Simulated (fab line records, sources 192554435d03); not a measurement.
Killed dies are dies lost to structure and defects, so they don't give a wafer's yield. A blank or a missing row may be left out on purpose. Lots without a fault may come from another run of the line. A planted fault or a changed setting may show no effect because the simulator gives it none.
Split-lot experiment | flow n5_finfet | 7 lots, 21 wafers read, on a route of 1938 steps

THE SPLIT
At N5_BEOL_M13_EXPOSE_07 (exposes mask V12), the setting dose_mj was moved away from the recipe's 24.8 on 6 of the 21 wafers read, by -3.3% to +5.3%. The other wafers ran this setting at the recipe's value.

FROM THE SPLIT TO THE READING: what the file shows between them, 3 steps
- N5_BEOL_M13_PEB_08: peb time 90 s
- N5_BEOL_M13_DEVELOP_09: develop time 45 s
- N5_BEOL_M13_HARDBAKE_14: time 120 s

THE READING
cd_nm, in nm, at N5_BEOL_M13_CD_MEAS_10 (target cd 190 nm). Fault-free wafers of this fab line usually give 189.6 nm, standard deviation 1.2 nm.

wafer  | tool, chamber at the split | dose_mj as run | against the recipe | cd_nm, nm | against lot-mates on the recipe
L081.1 | krf_scanner-02, 0          | 24.8           | recipe             | 188.9     | -
L081.2 | krf_scanner-02, 0          | 24.8           | recipe             | 188.4     | -
L081.6 | krf_scanner-02, 0          | 26.12          | +5.3%              | 194.7     | +6.0
L083.1 | krf_scanner-02, 0          | 25.6           | +3.2%              | 195.2     | +4.5
L083.2 | krf_scanner-02, 0          | 24.8           | recipe             | 190.7     | -
L083.4 | krf_scanner-02, 0          | 25.6           | +3.2%              | 194.6     | +3.9
L088.1 | krf_scanner-01, 0          | 24.04          | -3.1%              | 186.5     | -3.9
L088.5 | krf_scanner-01, 0          | 24.04          | -3.1%              | 187.1     | -3.3
L088.6 | krf_scanner-01, 0          | 24.8           | recipe             | 190.4     | -
L090.2 | krf_scanner-01, 0          | 24.8           | recipe             | 190.6     | -
L090.3 | krf_scanner-01, 0          | 24.8           | recipe             | 190.2     | -
L090.4 | krf_scanner-01, 0          | 23.97          | -3.3%              | 188.9     | -1.5
L091.2 | krf_scanner-01, 0          | 24.8           | recipe             | 190.3     | -
L091.3 | krf_scanner-01, 0          | 24.8           | recipe             | 190.1     | -
L091.5 | krf_scanner-01, 0          | 24.8           | recipe             | 190.0     | -
L093.2 | krf_scanner-01, 0          | 24.8           | recipe             | 190.6     | -
L093.3 | krf_scanner-01, 0          | 24.8           | recipe             | 189.9     | -
L093.4 | krf_scanner-01, 0          | 24.8           | recipe             | 189.4     | -
L092.3 | krf_scanner-01, 0          | 24.8           | recipe             | 189.2     | -
L092.4 | krf_scanner-01, 0          | 24.8           | recipe             | 188.4     | -
L092.6 | krf_scanner-01, 0          | 24.8           | recipe             | 189.4     | -

THE FIT
A straight line over all 21 wafers: cd_nm changes by +1.01 nm for each +1% of dose_mj; r = +0.89; the points scatter about the line by 1 nm.
The same after taking each lot's own level away (the mean of its wafers on the recipe; 21 wafers): +1.09 nm for each +1%; r = +0.96; scatter 0.61 nm.
On that fit, the largest move of dose_mj shifts the reading by 5.8 nm.
The lots' own levels span 188.65 to 190.70 nm, that is 1.7 times the standard deviation above.
So the lot-to-lot level changes the slope little: the two slopes agree.
Check: with one of the wafers moved furthest among these (+5.3%) left out of the fit, the line predicts +5.87 nm for it against its lot-mates. It came out at +6.05 nm against them.

OTHER SPLITS ON THESE WAFERS
These wafers also went through other splits before the reading. Each is held against what the fit with the lots' levels taken away leaves over:
other split on the same wafers | wafers away from the commonest value | r with cd_nm (lot level and that fit taken away)
N5_BEOL_M12_COAT_04 spin_rpm   | 7                                    | -0.02

THE FILE'S OWN FIT
cd_nm changes by +1.04 nm for each +1% of dose_mj, r = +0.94.
